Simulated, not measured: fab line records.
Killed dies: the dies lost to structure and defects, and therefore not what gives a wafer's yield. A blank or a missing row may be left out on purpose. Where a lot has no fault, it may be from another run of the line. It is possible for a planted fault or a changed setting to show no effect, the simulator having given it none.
Chamber matching || flow nandHarc || NHARC_A_STAIRCASE_DESCUM_270 on rieDiel-07 has 4 sister chambers
The step chemistry O2, time 3 s. 4 wafers are shown with their chamber, then 9 later ones without.

## WAFERS WITH THEIR CHAMBER
{"wafer": "L087.2", "chamber": 1, "drypumpMotorCurrentA (A)": 6.6}
{"wafer": "L089.3", "chamber": 0, "drypumpMotorCurrentA (A)": 5.7}
{"wafer": "L089.4", "chamber": 2, "drypumpMotorCurrentA (A)": 5.8}
{"wafer": "L089.5", "chamber": 3, "drypumpMotorCurrentA (A)": 5.7}

## WAFERS WITHOUT THEIR CHAMBER
{"wafer": "L092.1", "drypumpMotorCurrentA (A)": 5.7}
{"wafer": "L092.3", "drypumpMotorCurrentA (A)": 5.9}
{"wafer": "L092.6", "drypumpMotorCurrentA (A)": 5.7}
{"wafer": "L097.1", "drypumpMotorCurrentA (A)": 5.9}
{"wafer": "L097.2", "drypumpMotorCurrentA (A)": 5.7}
{"wafer": "L097.6", "drypumpMotorCurrentA (A)": 5.6}
{"wafer": "L097.3", "drypumpMotorCurrentA (A)": 6.6}
{"wafer": "L097.4", "drypumpMotorCurrentA (A)": 5.6}
{"wafer": "L097.5", "drypumpMotorCurrentA (A)": 5.9}

## EACH ONE'S CHAMBER
{"wafer": "L092.1", "from the rows above": "can't be placed: 0 or 3 or 2", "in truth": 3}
{"wafer": "L092.3", "from the rows above": "can't be placed: 2 or 0 or 3", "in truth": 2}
{"wafer": "L092.6", "from the rows above": "can't be placed: 0 or 3 or 2", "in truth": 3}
{"wafer": "L097.1", "from the rows above": "can't be placed: 2 or 0 or 3", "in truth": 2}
{"wafer": "L097.2", "from the rows above": "can't be placed: 0 or 3 or 2", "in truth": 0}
{"wafer": "L097.6", "from the rows above": "can't be placed: 0 or 3 or 2", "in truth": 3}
{"wafer": "L097.3", "from the rows above": 1, "in truth": 1}
{"wafer": "L097.4", "from the rows above": "can't be placed: 0 or 3 or 2", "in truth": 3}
{"wafer": "L097.5", "from the rows above": "can't be placed: 2 or 0 or 3", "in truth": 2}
Correctly placed: 1 of 9. Unplaceable from these rows: 8, with the true chamber sitting among the candidates in 8. 0 placed wrongly.
How it was worked out, from the rows above alone: a wafer's distance from a chamber is the root of the sum, over the readings, of the square of ((its reading less the chamber's mean) divided by the reading's scatter). If the next closest chamber is less than 2 further off than the closest, the wafer can't be placed; otherwise it belongs to the closest. A chamber's mean is the mean of its shown wafers. The scatter: with one shown wafer a chamber, the root of the mean of the squares of how far each hidden wafer lies from its nearest shown one.
